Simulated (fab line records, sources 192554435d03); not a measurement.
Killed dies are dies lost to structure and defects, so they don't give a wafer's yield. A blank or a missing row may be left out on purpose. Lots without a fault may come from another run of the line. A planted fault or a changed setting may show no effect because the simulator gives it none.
Which tool did it? | flow n5_finfet | 11 lots, 33 wafers sampled, at 6 steps of a route of 1938

WHAT THE GAUGES READ, wafer by wafer
N5_FIN_SAQP_CD_MEAS_37: target cd 8 nm.
lot  | measured    | on        | cd_nm (nm)
L075 | day 2 09:16 | cd_sem-02 | 8.04 8.55 8.29
L077 | day 2 21:37 | cd_sem-03 | 8.04 8.47 8.04
L079 | day 3 09:43 | cd_sem-03 | 8.28 8.34 8.47
L081 | day 3 20:37 | cd_sem-01 | 7.92 8.16 7.84
L083 | day 4 10:18 | cd_sem-02 | 7.73 8.32 7.80
L085 | day 5 09:36 | cd_sem-02 | 8.00 8.10 7.93
L087 | day 5 12:41 | cd_sem-02 | 8.50 8.11 8.23
L089 | day 5 23:32 | cd_sem-01 | 8.11 8.56 8.23
L091 | day 6 08:33 | cd_sem-02 | 7.93 8.56 8.23
L093 | day 6 21:23 | cd_sem-01 | 8.40 8.38 8.04
L095 | day 7 08:37 | cd_sem-01 | 7.58 7.71 8.33

WHICH TOOL RAN EACH LOT (tool, then ch and the chambers of the sampled wafers, then the start)
lot  | N5_ZERO_LAYER_STRIP_24              | N5_PMOS_HMC_CHANNEL_EPI_STRIP_33  | N5_FIN_SAQP_HM_DEP_03          | N5_FIN_SAQP_DESCUM_21             | N5_FIN_SAQP_ETCH_52
L075 | plasma_asher-01 ch 0,1, day 1 19:02 | rie_diel-06 ch 0,1,2, day 1 23:28 | pecvd-02 ch 0,2, day 2 02:47   | rie_diel-03 ch 0,2, day 2 03:32   | rie_diel-03 ch 0,2, day 2 03:38
L077 | plasma_asher-01 ch 0,1, day 2 07:55 | rie_diel-02 ch 1,2,3, day 2 12:34 | pecvd-01 ch 0,1,2, day 2 16:30 | rie_diel-03 ch 0,1,3, day 2 17:28 | rie_diel-03 ch 0,1,3, day 2 17:34
L079 | plasma_asher-02 ch 1, day 2 18:53   | rie_diel-02 ch 1,2, day 2 23:23   | pecvd-04 ch 0,1, day 3 04:06   | rie_diel-05 ch 0,1,2, day 3 05:11 | rie_diel-05 ch 0,1,2, day 3 05:17
L081 | plasma_asher-01 ch 0,1, day 3 06:54 | rie_diel-06 ch 1,2, day 3 11:54   | pecvd-04 ch 0,2, day 3 15:29   | rie_diel-04 ch 0,1,2, day 3 16:25 | rie_diel-04 ch 0,1,2, day 3 16:31
L083 | plasma_asher-02 ch 0,1, day 3 19:23 | rie_diel-01 ch 0,1,3, day 3 23:43 | pecvd-02 ch 0,2, day 4 02:52   | rie_diel-03 ch 0,2,3, day 4 03:37 | rie_diel-03 ch 0,2,3, day 4 03:43
L085 | plasma_asher-02 ch 0,1, day 4 06:56 | rie_diel-06 ch 1,2,3, day 4 11:29 | pecvd-02 ch 1,2, day 4 16:53   | rie_diel-04 ch 1,3, day 4 17:38   | rie_diel-04 ch 1,3, day 4 17:44
L087 | plasma_asher-01 ch 0,1, day 4 18:55 | rie_diel-06 ch 2,3, day 4 23:32   | pecvd-02 ch 0,2, day 5 06:05   | rie_diel-05 ch 0,1, day 5 06:51   | rie_diel-05 ch 0,1, day 5 06:56
L089 | plasma_asher-01 ch 0,1, day 5 06:55 | rie_diel-02 ch 1,3, day 5 12:20   | pecvd-04 ch 0,1, day 5 17:11   | rie_diel-03 ch 0,1,2, day 5 18:04 | rie_diel-03 ch 0,1,2, day 5 18:10
L091 | plasma_asher-02 ch 0,1, day 5 19:26 | rie_diel-02 ch 2,3, day 5 23:56   | pecvd-02 ch 0,1, day 6 03:16   | rie_diel-04 ch 0,1, day 6 04:01   | rie_diel-04 ch 0,1, day 6 04:06
L093 | plasma_asher-02 ch 0,1, day 6 07:01 | rie_diel-06 ch 0,1,3, day 6 12:03 | pecvd-02 ch 0,1,2, day 6 16:24 | rie_diel-04 ch 0,2,3, day 6 17:09 | rie_diel-04 ch 0,2,3, day 6 17:14
L095 | plasma_asher-01 ch 0,1, day 6 19:14 | rie_diel-01 ch 0,1,2, day 6 23:35 | pecvd-04 ch 0,1, day 7 02:47   | rie_diel-04 ch 0,2,3, day 7 03:46 | rie_diel-04 ch 0,2,3, day 7 03:51
- N5_ZERO_LAYER_STRIP_24: strips in O2.
- N5_PMOS_HMC_CHANNEL_EPI_STRIP_33: strips in N2/H2.
- N5_FIN_SAQP_HM_DEP_03: deposits SiNx from SiH4/NH3/N2, target thk 38 nm, time 33.6 s.
- N5_FIN_SAQP_DESCUM_21: chemistry O2, time 7.9 s.
- N5_FIN_SAQP_ETCH_52: etches SOC in N2/H2, target depth 100 nm, overetch 20 nm, time 150 s.

THE ANSWER, worked out from the rows above alone
Rule: what is usual is taken from the lots themselves. Put in order of their means at a reading, lots are off if they are a third of the lots or fewer, leave a main group of 4 or more, and stand apart from it by a gap of 3 or more times the standard deviation of the main group's means; of several such gaps the widest counts. A main group whose means are all the same, to the digits that the tables above print for the reading, isn't used. A lot without any number at a reading at which 4 lots or more have one is off too. The other lots that the step has rows for count as sound.
No lot is off at any reading shown: from this, nothing can be told.

WHAT THE SIMULATOR HAD PUT IN
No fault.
